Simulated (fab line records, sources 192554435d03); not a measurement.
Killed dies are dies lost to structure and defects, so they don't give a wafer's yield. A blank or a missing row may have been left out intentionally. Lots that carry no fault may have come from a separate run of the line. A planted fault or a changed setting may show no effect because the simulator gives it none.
Chamber matching | flow n5 finfet | N5_BEOL_M11_STRIP_19 on rie diel-06: 4 sister chambers
The step strips in O2. 4 wafers are shown with their chamber, then 10 later ones without.

## WAFERS PAIRED WITH THEIR CHAMBERS
wafer  | chamber | drypump motor current A (A)
L086.1 | 2       | 5.0
L093.4 | 0       | 6.3
L093.6 | 1       | 5.1
L091.3 | 3       | 5.7

## WAFERS WITHOUT THEIR CHAMBER
wafer  | drypump motor current A (A)
L091.6 | 5.0
L092.1 | 5.1
L092.2 | 6.3
L092.3 | 5.7
L095.1 | 5.1
L095.3 | 5.7
L095.6 | 6.2
L096.1 | 5.0
L096.4 | 6.2
L096.5 | 5.8

## WHICH CHAMBER EACH WENT THROUGH
wafer  | from the rows above     | in truth
L091.6 | can't be placed: 2 or 1 | 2
L092.1 | can't be placed: 1 or 2 | 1
L092.2 | 0                       | 0
L092.3 | 3                       | 3
L095.1 | can't be placed: 1 or 2 | 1
L095.3 | 3                       | 3
L095.6 | 0                       | 0
L096.1 | can't be placed: 2 or 1 | 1
L096.4 | 0                       | 0
L096.5 | 3                       | 3
Correct placement for 6 of the 10. From these rows, 4 cannot be placed; in 4 the true chamber is one of the candidates. Wrongly placed: 0.
How it was worked out, from the rows above alone: a wafer's distance from a chamber is the root of the sum, over the readings, of the square of ((its reading less the chamber's mean) divided by the reading's scatter). If the next closest chamber is less than 2 further off than the closest, the wafer can't be placed; otherwise it belongs to the closest. For every chamber, the mean is computed from those of its wafers that are shown. The scatter: root of mean squared gap, hidden wafer to nearest shown wafer, with one shown wafer a chamber.
